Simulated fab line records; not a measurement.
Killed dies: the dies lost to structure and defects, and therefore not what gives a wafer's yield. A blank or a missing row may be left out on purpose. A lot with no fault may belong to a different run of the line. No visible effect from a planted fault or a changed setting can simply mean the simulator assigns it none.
A struck lot beside a sound one / flow nand-harc / 14 steps out of a route of 1302
Sound: these wafers, L967.1, L967.4, L967.5. Struck: wafers L959.3, L959.5, L959.6. The cause comes at the end.
Each step with rows lists, per side, the tool, then ch with its chambers, then its first start. Under that, the readings that differ: sound wafers / struck wafers / difference of the means / sigmas: that difference in standard deviations of wafers without a fault.
alike: a reading whose means differ by less than 2 such deviations, as well as words and numbers matching on both sides. not compared: withheld readings; readings where some wafer has no value; bounds like >300 that might hide an equal value; numbers whose values overlap and for which the record gives no deviation.
Wherever a step has rows on one side only, a row that says differs or no value, or a row with sigmas, the two part there. Non-overlapping numbers with no deviation appear without sigmas and do not part them. Lack of a reading on every wafer of one side parts them only where that side has two or more wafers.

NHARC_A_DECK1_JOINT_ETCHBACK_00: etches the open film in HBr, target depth 30 nm, time 17.4 s.
  sound on rie-si-04 ch 0,2, day 19 06:45; struck on rie-si-06 ch 1,2, day 16 03:35
  alike: drypump-motor-current-A, oes-product-au, throttle-valve-pct
  not compared: rf-hours-counter-h
then, 8 steps without rows for these wafers: NHARC_A_DECK1_JOINT_PRECLEAN_30 (cleans in SC1); NHARC_A_DECK1_JOINT_SRD_31; NHARC_A_DECK1_JOINT_CVD_34 (deposits SiNx, target thk 20 nm); NHARC_A_DECK1_JOINT_DEP_06 (deposits SiOx, target thk 80 nm); NHARC_A_DECK1_JOINT_CURE_26 (time 32 s); NHARC_A_DECK1_JOINT_ANNEAL_27 (time 3600 s); NHARC_A_DECK1_JOINT_ANNEAL_28 (time 1800 s); NHARC_A_DECK1_JOINT_ANNEAL_29 (time 1800 s).
NHARC_A_DECK1_JOINT_CMP_02: polishes SiOx.
  sound on cmp-03 ch 0,1,3, day 20 09:06; struck on cmp-04 ch 0,3, day 17 03:29
  alike: motor-current-A
next, for these wafers, 1 step has no rows: NHARC_A_DECK1_JOINT_SRD_15.
NHARC_A_DECK1_JOINT_DEP_16: deposits SiO2, target thk 45 nm.
  sound on pecvd-04 ch 0,1,2, day 20 09:30; struck on pecvd-04 ch 0,1,2, day 17 03:56
reading=mfc-precursor-sccm (sccm); sound=160.7 161.5 160.6; struck=254.9 253.5 253.3; difference=+93.0; sigmas=+99 or more
reading=throttle-valve-pct (%); sound=15.5 16.3 16.7; struck=17.5 16.5 17.8; difference=+1.1; sigmas=+2
  alike: heater-power-outer-w, heater-power-w
NHARC_A_DECK1_JOINT_THK_MEAS_17: measures by ellipsometry.
  struck on film-metro-01, day 17 04:10; sound on film-metro-01, day 20 09:43
reading=thk-nm (nm); sound=44.2 46.4 44.3; struck=68.4 70.9 69.5; difference=+24.6; sigmas=+22
NHARC_A_DECK1_JOINT_INSPECT_05:
  struck on defect-inspect-02, day 17 04:12; sound on defect-inspect-01, day 20 09:45
  alike: raw-defect-count

WHERE THEY PART
First at NHARC_A_DECK1_JOINT_DEP_16; last, within this record, at NHARC_A_DECK1_JOINT_THK_MEAS_17. Later steps at which nothing parts them and some readings are alike: NHARC_A_DECK1_JOINT_INSPECT_05.

WHY: what had been put in by the simulator
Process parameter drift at NHARC_A_DECK1_JOINT_DEP_16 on pecvd-04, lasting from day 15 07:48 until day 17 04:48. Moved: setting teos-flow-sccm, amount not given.
